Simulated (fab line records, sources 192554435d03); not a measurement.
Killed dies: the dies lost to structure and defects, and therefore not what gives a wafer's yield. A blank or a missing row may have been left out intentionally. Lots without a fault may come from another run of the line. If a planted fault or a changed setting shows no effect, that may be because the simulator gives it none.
Struck lot and sound lot, side by side | flow n5-finfet | 39 out of 1938 route steps
Sound: these wafers, L475.2, L475.3, L475.5. Struck: wafer L466.3. (L466.2, L466.4 of the same lot were not struck and are left out.) The cause comes at the end.
For every step that has rows: the tool of each side, followed by ch and its chambers, followed by its first start. Under that, the readings that differ: sound wafers | struck wafers | difference of the means | sigmas: that difference in standard deviations of wafers without a fault.
alike: a reading whose means differ by less than 2 such deviations, as well as words and numbers matching on both sides. not compared: withheld readings; readings where some wafer has no value; bounds like >300 that might hide an equal value; numbers whose values overlap and for which the record gives no deviation.
The two part at a step that has a row with sigmas, a row that says differs or no value, or rows on one side only. Numbers that don't overlap but have no deviation are shown without sigmas and don't part them. A reading that every wafer of one side lacks parts them only if that side has two wafers or more.

first, 10 steps without rows for these wafers: N5_BEOL_M0_SAQP_DESCUM_19 (chemistry O2, time 7.9 s); N5_BEOL_M0_SAQP_ETCH_83 (etches SiARC in CF4, target depth 39 nm, time 65 s); N5_BEOL_M0_SAQP_ETCH_84 (etches SOC in N2/H2, target depth 100 nm, overetch 20 nm, time 150 s); N5_BEOL_M0_SAQP_STRIP_80 (strips in N2/H2); N5_BEOL_M0_SAQP_HM_OPEN_112 (chemistry CHF3/O2, target SiO2, stops on a-Si, target depth 12 nm, time 13.5 s); N5_BEOL_M0_SAQP_STRIP_113 (strips in CHF3/O2); N5_BEOL_M0_SAQP_MANDREL_ETCH_20 (etches a-Si in HBr/Cl2, stops on SiNx, target depth 60 nm, bt time 10 s, time 30 s); N5_BEOL_M0_SAQP_STRIP_86 (strips in N2/H2); N5_BEOL_M0_SAQP_STRIP_115 (strips in post etch residue remover, time 60 s); N5_BEOL_M0_SAQP_SRD_93 (time 30 s).
N5_BEOL_M0_SAQP_RECESS_114: chemistry HF/NH3, target SiO2, target depth 14.4 nm, afs cycles 3, sublimation time 60 s.
  sound on vapor-etch-02 ch 0,1, day 11 07:12; struck on vapor-etch-01 ch 1, day 8 20:47
  alike: drypump-motor-current-A, foreline-p-Torr
then, 24 steps without rows for these wafers: N5_BEOL_M0_SAQP_SPACER1_ALD_98 (deposits SiO2, target thk 12.8 nm, pulse time 1 s, purge time 2 s); N5_BEOL_M0_SAQP_SPACER1_ETCHBACK_99 (etches SiO2 in CHF3/O2, target depth 15.4 nm, time 7.7 s); N5_BEOL_M0_SAQP_MANDREL1_REMOVE_100 (chemistry HBr/Cl2/O2, target a-Si, stops on SiNx, bt time 10 s); N5_BEOL_M0_SAQP_ETCH_101 (etches SiNx in CH3F/O2, target depth 29.9 nm, time 42.7 s); N5_BEOL_M0_SAQP_ETCH_102 (etches SiO2 in CF4, target depth 4 nm, time 4.4 s); N5_BEOL_M0_SAQP_MANDREL_ETCH_103 (etches a-Si in HBr/Cl2, stops on SiCN, target depth 45 nm, bt time 10 s, time 27 s); N5_BEOL_M0_SAQP_RECESS_104 (chemistry HF/NH3, target SiO2, target depth 18 nm, afs cycles 3, sublimation time 60 s); N5_BEOL_M0_SAQP_COAT_105 (time 60 s, resist thk 100 nm); N5_BEOL_M0_SAQP_ETCH_106 (etches SOC in N2/H2, stops on SiNx, target depth 150 nm); N5_BEOL_M0_SAQP_ETCH_107 (etches SiNx in CH3F/O2, target depth 30 nm); N5_BEOL_M0_SAQP_STRIP_108 (strips in N2/H2); N5_BEOL_M0_SAQP_RECESS_109 (chemistry HF/NH3, target SiO2, target depth 3 nm, afs cycles 1, sublimation time 60 s); N5_BEOL_M0_SAQP_SPACER2_ALD_26 (deposits SiO2, target thk 15 nm, pulse time 1 s, purge time 2 s); N5_BEOL_M0_SAQP_SPACER2_ETCHBACK_27 (etches SiO2 in CHF3/O2, target depth 22.5 nm, time 11.25 s); N5_BEOL_M0_SAQP_MANDREL2_REMOVE_110 (chemistry HBr/Cl2/O2, target a-Si, stops on SiCN, bt time 10 s); N5_BEOL_M0_SAQP_COAT_69 (time 60 s, resist thk 90 nm); N5_BEOL_M0_SAQP_COAT_72 (time 60 s, resist thk 15 nm); N5_BEOL_M0_SAQP_COAT_87 (time 60 s, resist thk 5 nm); N5_BEOL_M0_SAQP_COAT_34 (resist thk 30 nm); N5_BEOL_M0_SAQP_EBR_36; N5_BEOL_M0_SAQP_SOFTBAKE_35 (time 60 s); N5_BEOL_M0_SAQP_EXPOSE_37 (exposes mask M0 CUT1, target cd 30 nm); N5_BEOL_M0_SAQP_PEB_38 (peb time 60 s); N5_BEOL_M0_SAQP_DEVELOP_39 (develop time 30 s).
N5_BEOL_M0_SAQP_INSPECT_42: inspects for defects (brightfield).
  sound on defect-inspect-02, day 11 10:37; struck on defect-inspect-02, day 9 01:43
  reading          | sound       | struck | difference | sigmas
  raw-defect-count | 283 260 297 | 1422   | +1142      | +16
N5_BEOL_M0_CUTY_INSPECT_59: inspects for defects (macro).
  sound on defect-inspect-01, day 11 11:57; struck on defect-inspect-01, day 9 03:07
  reading          | sound | struck | difference | sigmas
  raw-defect-count | 3 2 1 | >300   | differs    |
-- the record jumps here: 2 days lie between the struck wafers' starts before and after (it left off in module BEOL_M0_CUTY and takes up again in module BEOL_M4, whose first step shown is number 1111 of the route) --
N5_BEOL_M4_RC_MEAS_101:
  sound on prober-02 ch 0, day 14 04:25; struck on prober-01 ch 0, day 11 14:34
  reading       | sound          | struck | difference | sigmas
  DIBL_P (mV/V) | 40.0 39.7 36.9 | 34.8   | -4.1       | -2
  alike: DIBL_N, IOFF_N, IOFF_P, ION_N, ION_P, SS_N, SS_P, VT_N, VT_P
-- record jumps: 5 days separate the struck wafers' starts on either side; left off in module BEOL_M4, taken up again in module PASSIVATION, whose first shown step is the route's number 1936 --
N5_PASSIVATION_PROBE_49:
  rows exist in the record for the struck wafers here (prober-02, day 16 12:40), but not for the sound ones

## WHERE THEY PART
First at N5_BEOL_M0_SAQP_INSPECT_42; last, within this record, at N5_PASSIVATION_PROBE_49.

WHY: what had been put in by the simulator
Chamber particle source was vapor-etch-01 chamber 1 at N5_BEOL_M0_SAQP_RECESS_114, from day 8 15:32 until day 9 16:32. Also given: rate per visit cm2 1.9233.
